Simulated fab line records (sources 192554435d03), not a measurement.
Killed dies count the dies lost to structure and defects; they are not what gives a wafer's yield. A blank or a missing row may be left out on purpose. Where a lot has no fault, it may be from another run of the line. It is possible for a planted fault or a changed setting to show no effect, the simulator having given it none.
Chamber matching + flow n5Finfet + rieDiel-06 running N5_MOL_CONTACT_COAG_ETCH_124: 4 sister chambers
The step etches SiNx in CH3F/O2, stops on SiOC, target depth 6.5 nm. 4 wafers are shown with their chamber, then 8 later ones without.

## WAFERS WITH THEIR CHAMBER
| wafer  | chamber | showerheadPlenumPTorr (Torr) |
|--------|---------|------------------------------|
| L081.1 | 2       | 2.05                         |
| L091.4 | 0       | 2.03                         |
| L091.6 | 3       | 2.14                         |
| L093.1 | 1       | 2.12                         |

## WAFERS WITH NO CHAMBER GIVEN
| wafer  | showerheadPlenumPTorr (Torr) |
|--------|------------------------------|
| L093.3 | 2.03                         |
| L093.5 | 2.12                         |
| L095.2 | 2.12                         |
| L095.4 | 2.12                         |
| L095.5 | 2.14                         |
| L096.3 | 2.14                         |
| L096.4 | 2.02                         |
| L096.5 | 2.04                         |

## EACH ONE'S CHAMBER
| wafer  | from the rows above     | in truth |
|--------|-------------------------|----------|
| L093.3 | 0                       | 0        |
| L093.5 | 1                       | 1        |
| L095.2 | 1                       | 1        |
| L095.4 | 1                       | 1        |
| L095.5 | 3                       | 3        |
| L096.3 | 3                       | 3        |
| L096.4 | 0                       | 0        |
| L096.5 | can't be placed: 2 or 0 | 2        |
7 of 8 placed correctly. Not placeable from these rows: 1 (in 1, the candidates include the true chamber). Wrongly placed: 0.
How it was worked out, from the rows above alone: a wafer's distance from a chamber is the root of the sum, over the readings, of the square of ((its reading less the chamber's mean) divided by the reading's scatter). The wafer belongs to the nearest chamber; if the next one is less than 2 further off, it can't be placed. For every chamber, the mean is computed from those of its wafers that are shown. The scatter (one wafer shown for each chamber): square how far every hidden wafer sits from the nearest shown wafer, average those squares and take the square root.
